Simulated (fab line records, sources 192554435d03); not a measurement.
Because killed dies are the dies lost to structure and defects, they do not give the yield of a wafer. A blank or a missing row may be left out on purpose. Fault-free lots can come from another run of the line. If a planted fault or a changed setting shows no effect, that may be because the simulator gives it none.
fab line records	flow n5_finfet
record: lots: 7	wafers: 21
route steps=1938 shown MOL_CONTACT_COAG@520 BEOL_M0_SAQP@683 BEOL_M1@753 BEOL_M2@857 BEOL_M3@963 BEOL_M4@1026
start_h: hours from the record's first day to the start of the lot's first wafer shown	wait_h: time in hours since the lot's previous step	" identical to the entry in the row above	L1.1+2: one row covering several wafers at once	- either no value or no given start	* or withheld: withheld	< > ~ a bound
route shown NAME@n: NAME is a module with steps in the file, n the number in the route of the first one	usual: average and standard deviation across the fault-free wafers	same: alike in all rows	chamber/n: place in a boat	sites: readings site by site	_std_site: their standard deviation	_edge_site: mean of outer sites minus mean of inner sites	radius_mm: for every site, how far away it sits from the centre of the wafer	mask NAME#n: copy n	behind: the tool/chamber that last shaped the wafer	hold: what put the lot on hold/how long, in hours/how the hold closed	device: names the non-switching transistor (n, p or np)	end of line: the route-end tests of the same wafers	where a step has no rows: the recipe by itself	killed: dies lost to structure and defects at the first sort, not the wafer's yield	map: a wafer's dies, x killed, . not, _ none there
set.NAME: the setting as run; set.NAME@STEP: as run at that earlier step	model.NAME: the simulator's own value behind a step, which no gauge read
lots run with intentionally changed settings; tables by step, rows by wafer
== steps ==
step: N5_MOL_CONTACT_COAG_COAT_02
recipe: resist: CAR-EUV	spin_rpm: 1500	resist_thk_nm: 30
lot.wafer	tool	chamber	start_h	wait_h	set.spin_rpm	model.CAR-EUV_of_MOL_CONTACT_COAG_COAT_02.thk_nm
L076.3	litho_track-03	0	-	-	1430	30.6
L076.5	"	0	"	"	1500	29.8
L076.6	"	0	"	"	1500	30
L077.1+3+4	litho_track-01	0	-	-	1500	30
L079.2	litho_track-04	0	-	-	1416	30.8
L079.4	"	0	"	"	1500	30
L079.6	"	0	"	"	1500	30.2
L080.3+4+6	litho_track-01	0	-	-	1500	30
L083.3+4+5	litho_track-01	0	-	-	1500	30
L092.1+4	litho_track-03	0	-	-	1500	30
L092.5	"	0	"	"	1442	30.6
L097.4	litho_track-03	0	-	-	1500	30
L097.5+6	"	0	"	"	1443	30.6
step: N5_MOL_CONTACT_COAG_EBR_04
recipe: solvent: PGMEA	ebr_width_mm: 1.5
step: N5_MOL_CONTACT_COAG_SOFTBAKE_03
recipe: temp_c: 110	time_s: 60	resist: CAR-EUV
step: N5_MOL_CONTACT_COAG_DESCUM_13
recipe: chemistry: O2	time_s: 7	source_power_w: 50	bias_power_w: 20	pressure_mtorr: 20	rf_frequency_hz: 2.712e+07	temp_c: 40	resist: CAR-EUV	o2_flow_sccm: 225
step: N5_MOL_CONTACT_COAG_ETCH_59
recipe: chemistry: N2/H2	target: underlayer	target_depth_a: 130	mask_material: CAR-EUV	time_s: 10.4	ion_energy_ev: 200	pressure_mtorr: 30	source_w: 840	bias_w: 150	n2_flow_sccm: 200	h2_flow_sccm: 200	ends: cleared
lot.wafer	tool	chamber	start_h	wait_h	set.spin_rpm@MOL_CONTACT_COAG_COAT_02	model.CAR-EUV_of_MOL_CONTACT_COAG_COAT_02.thk_nm
L076.3	rie_diel-04	3	97.63	0.0	1430	15.2
L076.5	"	1	"	"	1500	14.4
L076.6	"	2	"	"	1500	14.6
L077.1+3+4	rie_diel-04	0,1,3	104.90	0.0	1500	14.6
L079.2	rie_diel-03	3	118.30	0.0	1416	15.4
L079.4	"	1	"	"	1500	14.6
L079.6	"	3	"	"	1500	14.8
L080.3+4+6	rie_diel-04	2,1,1	124.43	0.0	1500	14.6
L083.3+4+5	rie_diel-06	2,1,2	145.56	0.0	1500	14.6
L092.1	rie_diel-06	0	195.95	0.0	1500	14.6
L092.4	"	2	"	"	1500	14.8
L092.5	"	1	"	"	1442	15.4
L097.4	rie_diel-03	1	231.63	0.0	1500	14.6
L097.5+6	"	0,2	"	"	1443	15.2
step: N5_MOL_CONTACT_COAG_ETCH_105
recipe: chemistry: CF4	target: SiARC	target_depth_a: 156	mask_material: CAR-EUV	time_s: 26	ion_energy_ev: 80	pressure_mtorr: 40	source_w: 545	bias_w: 36	Ar_flow_sccm: 100	cf4_flow_sccm: 100	ends: cleared
lot.wafer	tool	chamber	start_h	wait_h	set.spin_rpm@MOL_CONTACT_COAG_COAT_02	model.CAR-EUV_of_MOL_CONTACT_COAG_COAT_02.thk_nm
L076.3	rie_diel-04	3	97.64	0.0	1430	6
L076.5	"	1	"	"	1500	5.4
L076.6	"	2	"	"	1500	5.6
L077.1+3+4	rie_diel-04	0,1,3	104.92	0.0	1500	5.4
L079.2	rie_diel-03	3	118.33	0.0	1416	6.2
L079.4	"	1	"	"	1500	5.4
L079.6	"	3	"	"	1500	5.6
L080.3+4+6	rie_diel-04	2,1,1	124.45	0.0	1500	5.4
L083.3+4+5	rie_diel-06	2,1,2	145.58	0.0	1500	5.4
L092.1	rie_diel-06	0	195.97	0.0	1500	5.4
L092.4	"	2	"	"	1500	5.6
L092.5	"	1	"	"	1442	6
L097.4	rie_diel-03	1	231.66	0.0	1500	5.4
L097.5+6	"	0,2	"	"	1443	6
step: N5_MOL_CONTACT_COAG_ETCHBACK_135
recipe: chemistry: CHF3	target: SiO2	target_depth_a: 250	time_s: 16.7	ion_energy_ev: 200	pressure_mtorr: 30	source_w: 610	bias_w: 170	Ar_flow_sccm: 200	CHF3_flow_sccm: 50
lot.wafer	tool	chamber	start_h	wait_h	set.time_s	model.SOC_of_MOL_CONTACT_COAG_COAT_75.thk_nm
L076.3	rie_diel-04	3	108.05	0.0	15.19	57.6
L076.5	"	0	"	"	16.7	57.4
L076.6	"	1	"	"	15.19	57.8
L077.1+4	rie_diel-06	1,0	115.88	0.0	14.68	57.8
L077.3	"	2	"	"	16.7	57.4
L079.2	rie_diel-04	0	129.26	0.0	19.89	56.4
L079.4	"	1	"	"	16.7	57
L079.6	"	2	"	"	19.89	56.6
L080.3+4	rie_diel-03	0,1	136.62	0.0	16.7	57.6
L080.6	"	0	"	"	19.18	57
L083.3+4	rie_diel-04	2	155.35	0.0	16.7	57.4
L083.5	"	3	"	"	16.7	57.6
L092.1+5	rie_diel-06	0,3	205.65	0.0	16.7	57.6
L092.4	"	1	"	"	16.7	57.4
L097.4+6	rie_diel-04	0	242.99	0.0	19.71	57
L097.5	"	1	"	"	16.7	57.4
step: N5_MOL_CONTACT_COAG_VIA_ETCH_46
recipe: chemistry: C4F6/O2	target_depth_a: 460	overetch_a: 92	mask_material: SOC	target: SiO2	bias_w: 455	pressure_mtorr: 10	time_s: 40	source_w: 325	Ar_flow_sccm: 300	C4F6_flow_sccm: 10	O2_flow_sccm: 10	ion_energy_ev: 575.3	ends: end_point
usual: rf_vpp_V: 1589/16
lot.wafer	tool	chamber	start_h	wait_h	set.bias_w	set.time_s@MOL_CONTACT_COAG_ETCHBACK_135	rf_vpp_V	model.SOC_of_MOL_CONTACT_COAG_COAT_75.thk_nm
L076.3	rie_diel-04	3	108.09	0.0	455	15.19	1586	50.8
L076.5	"	0	"	"	525.5	16.7	1767	50.2
L076.6	"	1	"	"	525.5	15.19	1769	50.8
L077.1	rie_diel-06	1	115.91	0.0	400.6	14.68	1427	51.4
L077.3	"	2	"	"	400.6	16.7	1437	51
L077.4	"	0	"	"	400.6	14.68	1427	51.6
L079.2	rie_diel-04	0	129.29	0.0	414.6	19.89	1482	50
L079.4	"	1	"	"	414.6	16.7	1484	50.8
L079.6	"	2	"	"	455	19.89	1590	49.8
L080.3	rie_diel-03	0	136.65	0.0	455	16.7	1567	50.8
L080.4	"	1	"	"	455	16.7	1603	51.2
L080.6	"	0	"	"	491.5	19.18	1660	50
L083.3	rie_diel-04	2	155.39	0.0	455	16.7	1591	51
L083.4	"	2	"	"	455	16.7	1590	50.8
L083.5	"	3	"	"	455	16.7	1584	50.8
L092.1	rie_diel-06	0	205.69	0.0	503.7	16.7	1690	50.8
L092.4	"	1	"	"	455	16.7	1570	50.8
L092.5	"	3	"	"	503.7	16.7	1731	50.8
L097.4	rie_diel-04	0	243.02	0.0	455	19.71	1587	50.4
L097.5	"	1	"	"	455	16.7	1591	50.8
L097.6	"	0	"	"	416.3	19.71	1483	50.6
step: N5_BEOL_M0_SAQP_COAT_34
recipe: resist: CAR-EUV	spin_rpm: 1500	resist_thk_nm: 30
lot.wafer	tool	chamber	start_h	wait_h	set.spin_rpm	model.CAR-EUV_of_BEOL_M0_SAQP_COAT_34.thk_nm
L076.3+5+6	litho_track-03	0	-	-	1500	30
L077.1+3+4	litho_track-05	0	-	-	1500	30
L079.2	litho_track-02	0	-	-	1410	31
L079.4+6	"	0	"	"	1500	30
L080.3+4+6	litho_track-02	0	-	-	1500	30
L083.3+4+5	litho_track-05	0	-	-	1500	30
L092.1	litho_track-03	0	-	-	1385	31.4
L092.4+5	"	0	"	"	1500	30.2
L097.4+6	litho_track-05	0	-	-	1500	30
L097.5	"	0	"	"	1500	30.2
step: N5_BEOL_M0_SAQP_EBR_36
recipe: solvent: PGMEA	ebr_width_mm: 1.5
step: N5_BEOL_M0_SAQP_SOFTBAKE_35
recipe: temp_c: 110	time_s: 60	resist: CAR-EUV
step: N5_BEOL_M0_SAQP_EXPOSE_37
recipe: mask_id: M0_CUT1	na: 0.33	source_shape: annular	sigma_inner: 0.35	sigma_outer: 0.8	polarization: unpolarized	target_cd_nm: 30	dose_mj: 44.75
step: N5_BEOL_M0_SAQP_PEB_38
recipe: peb_temp_c: 100	peb_time_s: 60	resist: CAR-EUV
step: N5_BEOL_M0_SAQP_DEVELOP_39
recipe: develop_time_s: 30	developer: TMAH	resist: CAR-EUV	rinse_liquid: surfactant_rinse	dry: air_spin	dev_temp_c: 23
lot.wafer	tool	chamber	start_h	wait_h	set.spin_rpm@BEOL_M0_SAQP_COAT_34	model.CAR-EUV_of_BEOL_M0_SAQP_COAT_34.thk_nm
L076.3+5+6	litho_track-03	0	-	-	1500	29.6
L077.1+4	litho_track-03	0	-	-	1500	29.4
L077.3	"	0	"	"	1500	29.6
L079.2	litho_track-05	0	-	-	1410	30.6
L079.4+6	"	0	"	"	1500	29.6
L080.3+4+6	litho_track-02	0	-	-	1500	29.6
L083.3+4+5	litho_track-03	0	-	-	1500	29.6
L092.1	litho_track-02	0	-	-	1385	30.8
L092.4	"	0	"	"	1500	29.8
L092.5	"	0	"	"	1500	29.6
L097.4+5+6	litho_track-05	0	-	-	1500	29.6
step: N5_BEOL_M0_SAQP_DESCUM_45
recipe: chemistry: O2	time_s: 7	source_power_w: 50	bias_power_w: 20	pressure_mtorr: 20	rf_frequency_hz: 2.712e+07	temp_c: 40	resist: CAR-EUV	o2_flow_sccm: 225
lot.wafer	tool	chamber	start_h	wait_h	set.spin_rpm@BEOL_M0_SAQP_COAT_34	model.CAR-EUV_of_BEOL_M0_SAQP_COAT_34.thk_nm
L076.3	rie_diel-01	3	121.09	0.2	1500	26
L076.5+6	"	3,2	"	"	1500	26.2
L077.1+3+4	rie_diel-05	2,0,3	129.21	0.2	1500	26
L079.2	rie_diel-01	1	142.62	0.0	1410	27.2
L079.4	"	2	"	"	1500	26.2
L079.6	"	3	"	"	1500	26
L080.3+4	rie_diel-02	3	147.73	0.0	1500	26
L080.6	"	0	"	"	1500	26.2
L083.3+4	rie_diel-02	0,2	168.51	0.0	1500	26.2
L083.5	"	2	"	"	1500	26
L092.1	rie_diel-05	1	217.91	0.4	1385	27.4
L092.4+5	"	0,2	"	"	1500	26.2
L097.4+5	rie_diel-02	0,3	254.66	0.0	1500	26.2
L097.6	"	0	"	"	1500	26
step: N5_BEOL_M0_SAQP_CUT_ETCH_46
recipe: chemistry: N2/H2	target: SOC	target_depth_a: 1350	overetch_a: 270	temp_c: 40	time_s: 202.5	ion_energy_ev: 200	mask_material: SiARC	pressure_mtorr: 30	source_w: 840	bias_w: 150	n2_flow_sccm: 200	h2_flow_sccm: 200
lot.wafer	tool	chamber	start_h	wait_h	set.time_s	model.SiARC_of_BEOL_M0_SAQP_COAT_72.thk_nm
L076.3+5	rie_diel-01	3	121.18	0.0	202.5	4.8
L076.6	"	2	"	"	227.7	3.4
L077.1	rie_diel-05	2	129.29	0.0	202.5	4.6
L077.3	"	0	"	"	202.5	4.4
L077.4	"	3	"	"	202.5	4.8
L079.2	rie_diel-01	1	142.71	0.0	202.5	5.2
L079.4	"	2	"	"	232.8	3.2
L079.6	"	3	"	"	202.5	4.8
L080.3+6	rie_diel-02	3,0	147.81	0.0	238	3.2
L080.4	"	3	"	"	202.5	5
L083.3	rie_diel-02	0	168.60	0.0	202.5	4.8
L083.4+5	"	2	"	"	202.5	4.4
L092.1+5	rie_diel-05	1,2	218.00	0.0	202.5	5
L092.4	"	0	"	"	202.5	4.8
L097.4	rie_diel-02	0	254.74	0.0	202.5	5
L097.5	"	3	"	"	185.6	5.6
L097.6	"	0	"	"	185.6	5.8
step: N5_BEOL_M1_PECVD_72
recipe: material: SiO2	target_thk_a: 160	temp_c: 400	precursor: TEOS/O2	pressure_torr: 5.5	rf_w: 450	teos_flow_sccm: 53.8	gas: O2	flow_sccm: 3000	time_s: 18
lot.wafer	tool	chamber	start_h	wait_h	set.time_s	model.SiO2_of_BEOL_M1_PECVD_72.thk_nm
L076.3	pecvd-01	1	130.24	0.0	19.9	17.8
L076.5	"	1	"	"	18	16.4
L076.6	"	0	"	"	19.9	18.2
L077.1+3	pecvd-03	0,1	138.51	0.0	18	16
L077.4	"	2	"	"	18	16.2
L079.2	pecvd-03	0	152.32	0.0	18	16.2
L079.4	"	2	"	"	18	16.4
L079.6	"	0	"	"	15.83	14.4
L080.3	pecvd-03	2	153.35	0.0	18	15.8
L080.4+6	"	2,1	"	"	18	16.2
L083.3+5	pecvd-03	0	176.84	0.0	18	16
L083.4	"	1	"	"	18	16.2
L092.1+5	pecvd-04	1	226.22	0.0	18	16
L092.4	"	2	"	"	18.96	16.8
L097.4	pecvd-04	1	261.66	0.1	18	15.8
L097.5	"	1	"	"	18	16.2
L097.6	"	0	"	"	16.32	14.8
step: N5_BEOL_M1_HM_DEP_02
recipe: material: TiN	target_thk_a: 200	temp_c: 25	chamber_pressure_pa: 0.49996
step: N5_BEOL_M1_COAT_61
recipe: resist: SOC	temp_c: 250	time_s: 60	spin_rpm: 1500	resist_thk_nm: 60
step: N5_BEOL_M1_STRIP_97
recipe: chemistry: N2/H2	time_s: 10	power_w: 450	temp_c: 40	pressure_mtorr: 20	rf_frequency_hz: 6e+07	bias_power_w: 7	n2_flow_sccm: 200	h2_flow_sccm: 200
step: N5_BEOL_M1_HM_STRIP_39
recipe: chemistry: peroxide_tin_strip	material: TiN	target_depth_a: 250	temp_c: 50	time_s: 158
lot.wafer	tool	chamber	start_h	wait_h	set.time_s@BEOL_M1_PECVD_72	model.SiO2_of_BEOL_M1_PECVD_72.thk_nm
L076.3	wet_bench-02	7	132.84	0.0	19.9	17.8
L076.5	"	2	"	"	18	16.2
L076.6	"	6	"	"	19.9	18
L077.1+3	wet_bench-06	1,5	149.43	0.0	18	15.8
L077.4	"	4	"	"	18	16
L079.2	wet_bench-02	7	159.63	0.0	18	16
L079.4	"	0	"	"	18	16.2
L079.6	"	4	"	"	15.83	14.2
L080.3	wet_bench-01	3	164.29	0.0	18	15.8
L080.4	"	2	"	"	18	16.2
L080.6	"	7	"	"	18	16
L083.3+5	wet_bench-02	0,3	182.41	0.0	18	15.8
L083.4	"	4	"	"	18	16.2
L092.1+5	wet_bench-02	3,7	231.36	0.0	18	15.8
L092.4	"	2	"	"	18.96	16.8
L097.4	wet_bench-01	0	266.12	0.0	18	15.8
L097.5	"	7	"	"	18	16
L097.6	"	3	"	"	16.32	14.6
step: N5_BEOL_M2_DESCUM_16
recipe: chemistry: O2	time_s: 7	source_power_w: 50	bias_power_w: 20	pressure_mtorr: 20	rf_frequency_hz: 2.712e+07	temp_c: 40	resist: CAR-EUV	o2_flow_sccm: 225
lot.wafer	tool	chamber	start_h	wait_h	set.time_s	model.CAR-EUV_of_BEOL_M2_COAT_05.thk_nm
L076.3+6	rie_diel-03	2,3	138.83	0.0	7	26.2
L076.5	"	0	"	"	7	26
L077.1	rie_diel-03	0	156.54	0.0	5.821	26.8
L077.3+4	"	1,2	"	"	7	26.2
L079.2	rie_diel-06	3	165.98	0.0	7.873	25.6
L079.4+6	"	1	"	"	7	26
L080.3	rie_diel-04	1	171.66	0.1	6.405	26.6
L080.4	"	2	"	"	7	26
L080.6	"	1	"	"	6.405	26.4
L083.3	rie_diel-04	0	188.70	0.0	7	26.2
L083.4+5	"	2,3	"	"	7	26
L092.1	rie_diel-06	2	236.60	0.0	8.004	25.6
L092.4+5	"	1,0	"	"	7	26
L097.4+5+6	rie_diel-03	3,3,0	271.32	0.0	7	26
step: N5_BEOL_M2_ETCH_64
recipe: chemistry: N2/H2	target: SOC	target_depth_a: 750	overetch_a: 225	mask_material: SiARC	temp_c: 40	time_s: 121.9	ion_energy_ev: 200	pressure_mtorr: 30	source_w: 840	bias_w: 150	n2_flow_sccm: 200	h2_flow_sccm: 200
lot.wafer	tool	chamber	start_h	wait_h	set.time_s	model.SiARC_of_BEOL_M2_COAT_62.thk_nm
L076.3	rie_diel-03	2	138.91	0.0	121.9	6.2
L076.5+6	"	0,3	"	"	121.9	6.4
L077.1	rie_diel-03	0	156.62	0.0	121.9	6.4
L077.3	"	1	"	"	121.9	6.6
L077.4	"	2	"	"	148.5	5.2
L079.2+4+6	rie_diel-06	3,1,1	166.06	0.0	121.9	6.2
L080.3+4	rie_diel-04	1,2	171.74	0.0	94.8	7.6
L080.6	"	1	"	"	121.9	6.2
L083.3+4+5	rie_diel-04	0,2,3	188.78	0.0	121.9	6.2
L092.1+5	rie_diel-06	2,0	236.68	0.0	121.9	6.4
L092.4	"	1	"	"	121.9	6.2
L097.4	rie_diel-03	3	271.40	0.0	114.4	6.6
L097.5	"	3	"	"	121.9	6.2
L097.6	"	0	"	"	114.4	6.8
step: N5_BEOL_M2_ALD_98
recipe: material: SiO2	target_thk_a: 25	temp_c: 100	ald_precursor_family: BDEAS	ald_co_reactant: O2-plasma	pulse_time_s: 1	co_reactant_pulse_time_s: 1	purge_time_s: 2	co_reactant_purge_time_s: 2	ald_cycles: 17	pressure_torr: 2
lot.wafer	tool	chamber	start_h	wait_h	set.ald_cycles	model.SiO2_of_BEOL_M2_ALD_98.thk_nm
L076.3	ald_sin-04	1	140.16	0.1	17	2.4
L076.5+6	"	1,2	"	"	15	2.2
L077.1+4	ald_sin-03	2,1	157.68	0.1	19	2.8
L077.3	"	3	"	"	17	2.6
L079.2+6	ald_sin-03	2,0	167.17	0.1	14	2
L079.4	"	1	"	"	17	2.4
L080.3+4+6	ald_sin-04	1,3,0	172.76	0.1	17	2.4
L083.3+4+5	ald_sin-03	1,0,0	189.81	0.2	17	2.4
L092.1	ald_sin-03	3	238.32	0.6	16	2.4
L092.4	"	1	"	"	17	2.6
L092.5	"	2	"	"	17	2.4
L097.4+5+6	ald_sin-01	2,0,1	272.68	0.1	17	2.4
step: N5_BEOL_M3_EXPOSE_25
recipe: mask_id: V2	na: 0.33	source_shape: quasar	sigma_inner: 0.2	sigma_outer: 0.8	polarization: unpolarized	defocus_nm: 5	dose_mj: 63
lot.wafer	tool	chamber	start_h	wait_h	mask	set.dose_mj
L076.3+5+6	euv_scanner-01	0	154.64	-	V2#0	63
L077.1+3+4	euv_scanner-02	0	165.51	-	V2#0	63
L079.2+4	euv_scanner-02	0	178.94	-	V2#0	63
L079.6	"	0	"	"	V2#0	65.49
L080.3+4	euv_scanner-01	0	181.44	-	V2#0	59.6
L080.6	"	0	"	"	V2#0	63
L083.3+4+5	euv_scanner-02	0	198.10	-	V2#0	63
L092.1+4	euv_scanner-02	0	246.93	-	V2#0	64.72
L092.5	"	0	"	"	V2#0	63
L097.4	euv_scanner-01	0	289.36	-	V2#0	60.58
L097.5+6	"	0	"	"	V2#0	63
step: N5_BEOL_M3_PEB_26
recipe: peb_temp_c: 100	peb_time_s: 60	resist: CAR-EUV
step: N5_BEOL_M3_DEVELOP_27
recipe: develop_time_s: 30	developer: TMAH	resist: CAR-EUV	rinse_liquid: surfactant_rinse	dry: air_spin	dev_temp_c: 23
step: N5_BEOL_M3_CD_MEAS_28
recipe: target_cd_nm: 25.7	landing_energy_ev: 500	detector: se_inlens	target_cd_y_nm: 23.3	polarity: opening
usual: cd_nm: 25.67/0.25
lot.wafer	tool	chamber	start_h	wait_h	set.dose_mj@BEOL_M3_EXPOSE_25	cd_nm
L076.3	cd_sem-03	0	154.77	-	63	25.93
L076.5	"	0	"	"	63	26.02
L076.6	"	0	"	"	63	26.05
L077.1	cd_sem-03	0	165.66	-	63	25.54
L077.3	"	0	"	"	63	25.82
L077.4	"	0	"	"	63	25.60
L079.2	cd_sem-02	0	179.08	-	63	25.60
L079.4	"	0	"	"	63	25.63
L079.6	"	0	"	"	65.49	26.26
L080.3	cd_sem-02	0	181.57	-	59.6	24.57
L080.4	"	0	"	"	59.6	24.39
L080.6	"	0	"	"	63	25.85
L083.3	cd_sem-02	0	198.23	-	63	25.50
L083.4	"	0	"	"	63	25.50
L083.5	"	0	"	"	63	25.19
L092.1	cd_sem-02	0	247.08	-	64.72	26.37
L092.4	"	0	"	"	64.72	25.96
L092.5	"	0	"	"	63	25.87
L097.4	cd_sem-02	0	289.48	-	60.58	24.51
L097.5	"	0	"	"	63	25.92
L097.6	"	0	"	"	63	25.43
step: N5_BEOL_M4_COAT_62
recipe: resist: SiARC	temp_c: 220	time_s: 60	spin_rpm: 1500	resist_thk_nm: 12
lot.wafer	tool	chamber	start_h	wait_h	set.spin_rpm	model.SiARC_of_BEOL_M4_COAT_62.thk_nm
L076.3+5	litho_track-03	0	-	-	1500	12
L076.6	"	0	"	"	1557	11.8
L077.1	litho_track-05	0	-	-	1591	11.6
L077.3+4	"	0	"	"	1500	12
L080.3+4+6	litho_track-05	0	-	-	1500	12
L079.2	litho_track-05	0	-	-	1561	11.6
L079.4+6	"	0	"	"	1500	12
L083.3+4+5	litho_track-03	0	-	-	1500	12
L092.1	litho_track-03	0	-	-	1342	12.8
L092.4	"	0	"	"	1500	12
L092.5	"	0	"	"	1342	12.6
L097.4+6	litho_track-02	0	-	-	1500	12
L097.5	"	0	"	"	1413	12.4
== key ==
split: step: N5_MOL_CONTACT_COAG_COAT_02	setting: spin_rpm	stated: 1500	by: wafer
response: step: N5_MOL_CONTACT_COAG_COAT_02	reading: model.CAR-EUV_of_MOL_CONTACT_COAG_COAT_02.thk_nm	change: -0.143	per: 1%	r: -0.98
response: step: N5_MOL_CONTACT_COAG_ETCH_59	reading: model.CAR-EUV_of_MOL_CONTACT_COAG_COAT_02.thk_nm	change: -0.148	per: 1%	r: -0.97
response: step: N5_MOL_CONTACT_COAG_ETCH_105	reading: model.CAR-EUV_of_MOL_CONTACT_COAG_COAT_02.thk_nm	change: -0.127	per: 1%	r: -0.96
split: step: N5_MOL_CONTACT_COAG_ETCHBACK_135	setting: time_s	stated: 16.7	by: wafer
response: step: N5_MOL_CONTACT_COAG_ETCHBACK_135	reading: model.SOC_of_MOL_CONTACT_COAG_COAT_75.thk_nm	change: -0.0292	per: 1%	r: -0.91
response: step: N5_MOL_CONTACT_COAG_VIA_ETCH_46	reading: model.SOC_of_MOL_CONTACT_COAG_COAT_75.thk_nm	change: -0.043	per: 1%	r: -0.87
split: step: N5_MOL_CONTACT_COAG_VIA_ETCH_46	setting: bias_w	stated: 455	by: wafer
response: step: N5_MOL_CONTACT_COAG_VIA_ETCH_46	reading: rf_vpp_V	change: +11.9	per: 1%	r: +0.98
split: step: N5_BEOL_M0_SAQP_COAT_34	setting: spin_rpm	stated: 1500	by: wafer
response: step: N5_BEOL_M0_SAQP_COAT_34	reading: model.CAR-EUV_of_BEOL_M0_SAQP_COAT_34.thk_nm	change: -0.16	per: 1%	r: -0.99
response: step: N5_BEOL_M0_SAQP_DEVELOP_39	reading: model.CAR-EUV_of_BEOL_M0_SAQP_COAT_34.thk_nm	change: -0.152	per: 1%	r: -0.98
response: step: N5_BEOL_M0_SAQP_DESCUM_45	reading: model.CAR-EUV_of_BEOL_M0_SAQP_COAT_34.thk_nm	change: -0.167	per: 1%	r: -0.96
split: step: N5_BEOL_M0_SAQP_CUT_ETCH_46	setting: time_s	stated: 202.5	by: wafer
response: step: N5_BEOL_M0_SAQP_CUT_ETCH_46	reading: model.SiARC_of_BEOL_M0_SAQP_COAT_72.thk_nm	change: -0.108	per: 1%	r: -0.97
split: step: N5_BEOL_M1_PECVD_72	setting: time_s	stated: 18	by: wafer
response: step: N5_BEOL_M1_PECVD_72	reading: model.SiO2_of_BEOL_M1_PECVD_72.thk_nm	change: +0.148	per: 1%	r: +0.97
response: step: N5_BEOL_M1_HM_STRIP_39	reading: model.SiO2_of_BEOL_M1_PECVD_72.thk_nm	change: +0.157	per: 1%	r: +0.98
split: step: N5_BEOL_M2_DESCUM_16	setting: time_s	stated: 7	by: wafer
response: step: N5_BEOL_M2_DESCUM_16	reading: model.CAR-EUV_of_BEOL_M2_COAT_05.thk_nm	change: -0.035	per: 1%	r: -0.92
split: step: N5_BEOL_M2_ETCH_64	setting: time_s	stated: 121.9	by: wafer
response: step: N5_BEOL_M2_ETCH_64	reading: model.SiARC_of_BEOL_M2_COAT_62.thk_nm	change: -0.0621	per: 1%	r: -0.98
split: step: N5_BEOL_M2_ALD_98	setting: ald_cycles	stated: 17	by: wafer
response: step: N5_BEOL_M2_ALD_98	reading: model.SiO2_of_BEOL_M2_ALD_98.thk_nm	change: +0.0198	per: 1%	r: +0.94
split: step: N5_BEOL_M3_EXPOSE_25	setting: dose_mj	stated: 63	by: wafer
response: step: N5_BEOL_M3_CD_MEAS_28	reading: cd_nm	change: +0.227	per: 1%	r: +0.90
split: step: N5_BEOL_M4_COAT_62	setting: spin_rpm	stated: 1500	by: wafer
response: step: N5_BEOL_M4_COAT_62	reading: model.SiARC_of_BEOL_M4_COAT_62.thk_nm	change: -0.0683	per: 1%	r: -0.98
